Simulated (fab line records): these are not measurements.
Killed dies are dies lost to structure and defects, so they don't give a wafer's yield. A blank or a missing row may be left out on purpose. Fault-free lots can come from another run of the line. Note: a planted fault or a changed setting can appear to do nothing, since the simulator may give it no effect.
8D (eight disciplines) problem report, filled in by code | flow n5_finfet | the parts of the form that need people (team, actions taken, sign-off) are left out

## 1. THE PROBLEM
At N5_BEOL_M0_SAQP_COAT_69, spin_speed_rpm averages 1617.1 rpm over 6 wafers from 2 lots, while fault-free wafers read 1500.0 rpm, standard deviation 1. That is +99 or more standard deviations from the usual mean.
The step: time 60 s, resist thk 90 nm.
Earliest sighting: wafer L838.2 on litho_track-05 at day 8 04:25. Wafers with a number at this step in the record: 12, from 4 lots. The rule behind "out" and "out of limits": a value lying over 4 standard deviations away from the usual mean. The other wafers with a number count as sound.

## 2. WHAT IT IS; WHAT IT IS NOT
question                    | is                     | is not
which readings at this step | spin_speed_rpm         | -
which lots                  | L838, L840             | L831, L844
which wafers of those lots  | all that have a number | -
read on which tools         | litho_track-05         | litho_track-01
when                        | from day 8 04:25       | up to then (3 sound wafers); but 3 sound wafers of L844 came after

## 3. THE SUSPECTS, EACH WITH WHAT RULES IT OUT
Counting: any tool at a process step up to the reading is kept as a suspect provided that every lot that is out went through it and no sound lot did after the first of them.
- litho_track-05 at N5_BEOL_M0_SAQP_COAT_69 (time 60 s, resist thk 90 nm): kept. Every lot that is out went through it, starting with L838 (day 8 04:25), and after that it ran no sound lot; the last sound lot it ran before then is L831 (day 6 12:23). Its own readings are out on those wafers: spin_speed_rpm.
After counting, what remains is litho_track-05 at N5_BEOL_M0_SAQP_COAT_69.

## 4. THE CAUSE (what the simulator had put in)
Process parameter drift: litho_track-05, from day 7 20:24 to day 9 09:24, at N5_BEOL_M0_SAQP_COAT_69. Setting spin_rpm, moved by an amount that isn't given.
The count eliminated every tool but this one.

## 5. SEQUENCE OF EFFECTS, ordered by route
Each row: a reading whose mean over the struck wafers that have a number lies more than 3 standard deviations from the usual. Readings are gone through only where the record gives a usual standard deviation; hours: the median, over the lots, of the time from a lot's start at the first step in this table giving one to that lot's start at this step; sigmas: the change measured in usual standard deviations.
hours | step                    | reading        | usual      | on struck wafers | change | sigmas
0     | N5_BEOL_M0_SAQP_COAT_69 | spin_speed_rpm | 1500.0 rpm | 1617.1           | +117.1 | +99 or more
Here are the process steps it includes:
- N5_BEOL_M0_SAQP_COAT_69: time 60 s, resist thk 90 nm.
Later steps that measure or inspect, where all struck wafers having a row at the step show a number for every such reading and not one has moved that far: N5_BEOL_M4_RC_MEAS_101.

## 6. HOW IT WOULD HAVE BEEN CAUGHT EARLIER
First out-of-limits reading in this record: day 8 04:25, which is 8 hours after fault onset at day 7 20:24.
